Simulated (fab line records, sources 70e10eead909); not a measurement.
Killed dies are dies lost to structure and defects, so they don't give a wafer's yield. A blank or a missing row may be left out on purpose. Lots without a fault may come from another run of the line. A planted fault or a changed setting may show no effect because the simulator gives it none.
A struck lot beside a sound one | flow nand_harc | 14 steps out of a route of 1159
Sound: wafers L660.2, L660.5, L660.6. Struck: wafers L662.1, L662.3, L662.4. The cause comes at the end.
At each step with rows: each side's tool, then ch and its chambers, then its first start. Under that, the readings that differ: sound wafers | struck wafers | difference of the means | sigmas: that difference in standard deviations of wafers without a fault.
alike: readings whose means differ by less than 2 such deviations, and words and numbers that are the same on both sides. not compared: withheld readings, readings that some wafer has no value for, bounds like >300 that may hide the same value, and numbers for which the record gives no deviation and whose values overlap.
The two part at a step that has a row with sigmas, a row that says differs or no value, or rows on one side only. Numbers that don't overlap but have no deviation are shown without sigmas and don't part them. A reading that every wafer of one side lacks parts them only if that side has two wafers or more.

NHARC_A_WL_FILL_STRIP_27: strips in N2/H2, time 20 s.
  sound on plasma_asher-02 ch 0,1, day 15 14:57; struck on plasma_asher-01 ch 0,1, day 15 12:07
  alike: drypump_motor_current_A, heater_power_w
  not compared: rf_hours_counter_h
then, 4 steps without rows for these wafers: NHARC_A_WL_FILL_STRIP_28 (strips in post etch residue remover, time 1200 s); NHARC_A_WL_FILL_PRECLEAN_06 (cleans in DIW, time 300 s); NHARC_A_WL_FILL_SRD_07; NHARC_A_WL_FILL_ANNEAL_08 (time 1800 s).
NHARC_A_WL_FILL_ALD_10: deposits SiO2, target thk 50 nm, pulse time 10 s, ald cycles 500.
  sound on ald_hk-04 ch 2,3, day 15 20:44; struck on ald_hk-04 ch 0,1,2, day 15 17:38
  alike: heater_power_w, precursor_pulse_height_rel
NHARC_A_WL_FILL_ETCHBACK_16: etches the open film in C4F8/O2/Ar, target depth 88 nm, time 17.6 s.
  sound on rie_diel-07 ch 1,2,3; struck on rie_diel-09 ch 0,1,2
  alike: chamber_pressure_mTorr, oes_product_au, rf_vpp_V
  not compared: rf_hours_counter_h
then, 1 step without rows for these wafers: NHARC_A_WL_FILL_STRIP_29 (strips in O2, time 20 s).
NHARC_A_WL_FILL_ETCHBACK_17: etches the open film in Cl2/BCl3, target depth 4 nm, time 26.7 s.
  sound on rie_metal-02 ch 0,1, day 16 01:35; struck on rie_metal-03 ch 0,1, day 15 22:29
  alike: chamber_pressure_mTorr, drypump_motor_current_A, he_backside_leak_sccm, oes_product_au
  not compared: rf_hours_counter_h
then, 2 steps without rows for these wafers: NHARC_A_WL_FILL_PRECLEAN_18 (cleans in dHF, time 30 s); NHARC_A_WL_FILL_SRD_21.
NHARC_A_WL_FILL_CVD_23: deposits poly-Si, target thk 40 nm, time 800 s.
  sound on lpcvd_poly-01 ch 0, day 16 04:13; struck on lpcvd_poly-02 ch 0, day 17 07:17
NHARC_A_WL_FILL_ETCHBACK_26: etches the open film in HBr, target depth 52 nm, time 13.3 s.
  sound on rie_si-04 ch 0,1, day 16 06:50; struck on rie_si-01 ch 1,2,3, day 17 09:53
  alike: chamber_pressure_mTorr, drypump_motor_current_A, he_backside_leak_sccm, oes_product_au, throttle_valve_pct
  not compared: rf_hours_counter_h
-- the record jumps here: 3 days lie between the struck wafers' starts before and after (it left off in module A_WL_FILL and takes up again in module END, whose first step shown is number 1159 of the route) --
NHARC_END_SORT_01:
  sound on prober-02 ch 0, day 20 02:15; struck on prober-01 ch 0, day 20 21:08
  reading         | sound | struck | difference | sigmas
  killed_at_other | 0 1 0 | 3 6 3  | +4         | +4
  alike: killed_at_array, killed_at_periphery, killed_dies, killed_open, killed_short

WHERE THEY PART
Only at NHARC_END_SORT_01, within this record.

WHY: what the simulator had put in
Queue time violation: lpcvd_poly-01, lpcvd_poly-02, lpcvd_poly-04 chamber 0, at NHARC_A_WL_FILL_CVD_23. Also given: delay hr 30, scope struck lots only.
